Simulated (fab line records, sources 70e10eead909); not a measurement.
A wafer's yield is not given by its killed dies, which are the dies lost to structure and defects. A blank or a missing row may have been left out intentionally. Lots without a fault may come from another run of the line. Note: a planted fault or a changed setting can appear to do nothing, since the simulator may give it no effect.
Matching of chambers -- flow nand-harc -- cmp-02 running NHARC_A_WL_FILL_CMP_12: 4 sister chambers
The step polishes, t overpolish 30 s, target thk 100 nm. 18 wafers are shown with their chamber, then 9 later ones without.

## WAFERS WITH THEIR CHAMBER
wafer,chamber,motor-current-A (A),time-to-endpoint-s (s),overpolish-run-s (s)
L076.2,3,10.1,16.2,30.009
L076.3,0,14.1,19.1,30.010
L076.6,1,11.1,19.1,30.002
L079.1,0,13.8,19.8,30.000
L079.3,1,12.1,22.2,30.013
L079.5,2,11.4,21.3,30.002
L080.1,2,10.4,18.8,30.002
L080.2,0,13.3,19.7,30.003
L080.3,3,11.0,19.3,29.990
L081.1,2,10.2,19.4,29.988
L081.3,0,13.8,18.5,30.007
L081.6,0,13.9,17.4,29.998
L082.2,0,13.9,18.9,30.012
L082.4,2,10.6,19.4,29.995
L082.6,1,11.8,21.4,30.000
L089.1,0,13.7,21.4,29.994
L089.2,1,12.0,23.0,30.014
L089.5,3,10.5,20.9,30.003

SIGNATURES (averages over the wafers above)
reading,chamber 0,chamber 1,chamber 2,chamber 3,scatter within a chamber
motor-current-A,13.786,11.750,10.650,10.533,0.398
time-to-endpoint-s,19.257,21.425,19.725,18.800,1.53
overpolish-run-s,30.00343,30.00725,29.99675,30.00067,0.00728
Rule: a wafer's distance from a chamber is the root of the sum, over the readings, of the square of ((its reading less the chamber's mean) divided by the reading's scatter). If the next closest chamber is less than 2 further off than the closest, the wafer can't be placed; otherwise it belongs to the closest. The scatter: the root of (the sum of the squares of (reading less its chamber's mean) over the shown wafers, divided by (wafers less chambers)).

## WAFERS WITHOUT THEIR CHAMBER
wafer,motor-current-A (A),time-to-endpoint-s (s),overpolish-run-s (s)
L091.1,13.8,18.7,29.998
L091.3,11.4,19.1,29.989
L091.5,11.1,19.1,30.003
L092.1,10.5,18.2,30.006
L092.4,13.6,18.6,30.005
L092.6,13.9,18.1,30.002
L094.3,11.4,18.7,30.003
L094.4,13.3,19.3,29.993
L094.6,12.3,19.7,29.992

## WHICH CHAMBER EACH ONE RAN IN
wafer,from the rows above,in truth
L091.1,0,0
L091.3,can't be placed: 2 or 3 or 1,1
L091.5,can't be placed: 3 or 2 or 1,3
L092.1,can't be placed: 3 or 2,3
L092.4,0,0
L092.6,0,0
L094.3,can't be placed: 1 or 2 or 3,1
L094.4,0,0
L094.6,can't be placed: 1 or 0 or 2 or 3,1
Correctly placed: 4 of 9. From these rows, 5 cannot be placed; in 5 the true chamber is one of the candidates. Placed wrongly: 0.
